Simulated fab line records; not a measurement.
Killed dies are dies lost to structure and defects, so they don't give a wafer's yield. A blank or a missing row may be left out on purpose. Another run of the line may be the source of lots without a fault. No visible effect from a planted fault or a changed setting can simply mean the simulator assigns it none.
Which tool is to blame? :: flow nandHarc :: 6 lots, 18 wafers sampled, at 1 step of a route of 1302

## WHAT EACH GAUGE READ, for each wafer
NHARC_A_M0_THK_MEAS_24: measures by xrf.
lot: L393
measured: day 23 15:31
on: filmMetro-01
thkNm (nm): 113.4 113.4 111.1

lot: L395
measured: day 25 15:02
on: filmMetro-02
thkNm (nm): 112.4 115.5 115.2

lot: L402
measured: day 27 20:55
on: filmMetro-02
thkNm (nm): 116.9 111.1 114.3

lot: L403
measured: day 28 20:16
on: filmMetro-01
thkNm (nm): 112.4 115.5 114.0

lot: L407
measured: day 30 02:44
on: filmMetro-02
thkNm (nm): 112.3 115.4 112.6

lot: L410
measured: day 31 05:24
on: filmMetro-02
thkNm (nm): 115.8 114.4 114.5

## WHAT TOOL EACH LOT RAN ON (gives the tool, then ch and the chambers of the sampled wafers, and finally the start)
There is no process step in the record ahead of these readings.

## THE ANSWER, worked out from the rows above alone
Rule: the lots themselves supply what counts as usual. The widest of any qualifying gaps counts: lots, ordered by their means at a reading, are off when they make up no more than a third of the lots, leave a main group of 4 or more, and stand apart from it by 3 or more times the standard deviation of that group's means. A main group whose means are all the same, to the digits that the tables above print for the reading, isn't used. A lot without any number at a reading at which 4 lots or more have one is off too. The other lots that the step has rows for count as sound.
No lot is off at any reading shown: from this, nothing can be told.

## WHAT THE SIMULATOR PUT IN
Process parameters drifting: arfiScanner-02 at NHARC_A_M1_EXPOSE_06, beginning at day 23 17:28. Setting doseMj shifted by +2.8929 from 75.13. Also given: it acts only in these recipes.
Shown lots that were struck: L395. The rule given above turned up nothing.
